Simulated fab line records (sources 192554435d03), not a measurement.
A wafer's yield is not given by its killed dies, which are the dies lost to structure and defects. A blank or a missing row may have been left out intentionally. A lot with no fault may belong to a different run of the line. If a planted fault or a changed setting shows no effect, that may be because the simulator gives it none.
Lot-split experiment + flow n5 finfet + 39 wafers read across 7 lots, on a route 1938 steps long

== THE SPLIT ==
At N5_MOL_CONTACT_COAG_ETCH_15 (etches SiNx in CH3F/O2, stops on Si:P, target depth 7 nm), the setting source w was moved away from the recipe's 395 W on 18 of the 39 wafers read, by -19.0% to +14.8%. All remaining wafers had this setting at the recipe value.

The reading is taken at the split's own step.

== THE READING ==
rf vpp V, in V, at N5_MOL_CONTACT_COAG_ETCH_15 (etches SiNx in CH3F/O2, stops on Si:P, target depth 7 nm). Typical for fault-free wafers on this fab line: 298 V, with standard deviation 3.3 V.

| wafer  | tool, chamber at the split | source w as run, W | against the recipe | rf vpp V, V | against lot-mates on the recipe |
|--------|----------------------------|--------------------|--------------------|-------------|---------------------------------|
| L074.1 | rie diel-03, 2             | 330.8              | -16.3%             | 320         | +21                             |
| L074.2 | rie diel-03, 1             | 395                | recipe             | 301         | -                               |
| L074.3 | rie diel-03, 3             | 395                | recipe             | 299         | -                               |
| L074.4 | rie diel-03, 0             | 395                | recipe             | 297         | -                               |
| L074.5 | rie diel-03, 2             | 330.8              | -16.3%             | 320         | +21                             |
| L074.6 | rie diel-03, 3             | 330.8              | -16.3%             | 326         | +27                             |
| L076.1 | rie diel-01, 3             | 320                | -19.0%             | 324         | +25                             |
| L076.2 | rie diel-01, 2             | 395                | recipe             | 300         | -                               |
| L076.3 | rie diel-01, 0             | 320                | -19.0%             | 330         | +31                             |
| L076.4 | rie diel-01, 1             | 320                | -19.0%             | 334         | +35                             |
| L076.5 | rie diel-01, 2             | 395                | recipe             | 302         | -                               |
| L076.6 | rie diel-01, 3             | 395                | recipe             | 294         | -                               |
| L086.1 | rie diel-03, 2             | 355.1              | -10.1%             | 310         | +12                             |
| L086.2 | rie diel-03, 1             | 395                | recipe             | 301         | -                               |
| L086.3 | rie diel-03, 3             | 355.1              | -10.1%             | 315         | +17                             |
| L086.4 | rie diel-03, 0             | 355.1              | -10.1%             | 313         | +15                             |
| L086.5 | rie diel-03, 0             | 395                | recipe             | 296         | -                               |
| L086.6 | rie diel-03, 1             | 395                | recipe             | 298         | -                               |
| L085.1 | rie diel-01, 2             | 395                | recipe             | 299         | -                               |
| L085.2 | rie diel-01, 0             | 395                | recipe             | 296         | -                               |
| L085.3 | rie diel-01, 3             | 346.8              | -12.2%             | 312         | +14                             |
| L085.4 | rie diel-01, 1             | 346.8              | -12.2%             | 323         | +25                             |
| L085.5 | rie diel-01, 1             | 346.8              | -12.2%             | 323         | +25                             |
| L085.6 | rie diel-01, 2             | 395                | recipe             | 300         | -                               |
| L090.2 | rie diel-04, 0             | 395                | recipe             | 303         | -                               |
| L090.3 | rie diel-04, 1             | 395                | recipe             | 300         | -                               |
| L090.5 | rie diel-04, 2             | 395                | recipe             | 293         | -                               |
| L095.1 | rie diel-03, 0             | 395                | recipe             | 298         | -                               |
| L095.2 | rie diel-03, 1             | 420.3              | +6.4%              | 293         | -4                              |
| L095.3 | rie diel-03, 3             | 420.3              | +6.4%              | 291         | -6                              |
| L095.4 | rie diel-03, 2             | 395                | recipe             | 295         | -                               |
| L095.5 | rie diel-03, 2             | 420.3              | +6.4%              | 286         | -11                             |
| L095.6 | rie diel-03, 3             | 395                | recipe             | 299         | -                               |
| L097.1 | rie diel-04, 3             | 395                | recipe             | 298         | -                               |
| L097.2 | rie diel-04, 0             | 395                | recipe             | 304         | -                               |
| L097.3 | rie diel-04, 2             | 453.4              | +14.8%             | 276         | -24                             |
| L097.4 | rie diel-04, 1             | 395                | recipe             | 299         | -                               |
| L097.5 | rie diel-04, 1             | 453.4              | +14.8%             | 279         | -21                             |
| L097.6 | rie diel-04, 0             | 453.4              | +14.8%             | 284         | -16                             |

FIT RESULTS
A straight line over all 39 wafers: rf vpp V changes by -1.47 V for each +1% of source w; r = -0.97; the points scatter about the line by 3.5 V.
The same after taking each lot's own level away (the mean of its wafers on the recipe; 39 wafers): -1.49 V for each +1%; r = -0.97; scatter 3.4 V.
Per that fit: largest source w move, reading shift of 28 V.
Across the lots, their own levels run from 297.3 to 300.3 V, a range of 0.9 times the standard deviation given above.
So the lot-to-lot level changes the slope little: the two slopes agree.
Check: for one of the wafers moved furthest among these (-19.0%), held out of the fit, the line's prediction against its lot-mates is +29.2 V. It came out at +25.3 V against them.
Tool readings at the split's step, against how far the setting was moved: rf vpp V r = -0.97.

== ADDITIONAL SPLITS CARRIED BY THESE WAFERS ==
These wafers also went through other splits before the reading. Each is held against what the fit with the lots' levels taken away leaves over:
| other split on the same wafers     | wafers away from the commonest value | r with rf vpp V (lot level and that fit taken away) |
|------------------------------------|--------------------------------------|-----------------------------------------------------|
| N5_HKMG_FIN_CVD_62 target thk a    | 12                                   | +0.23                                               |
| N5_GATE_CUT_ETCH_56 target depth a | 12                                   | -0.01                                               |
| N5_GATE_CUT_HM_DEP_46 time s       | 18                                   | +0.05                                               |
| N5_GATE_CUT_EXPOSE_10 dose mj      | 9                                    | +0.02                                               |

== FILE'S OWN FIT ==
rf vpp V changes by -1.5 V for each +1% of source w, r = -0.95.
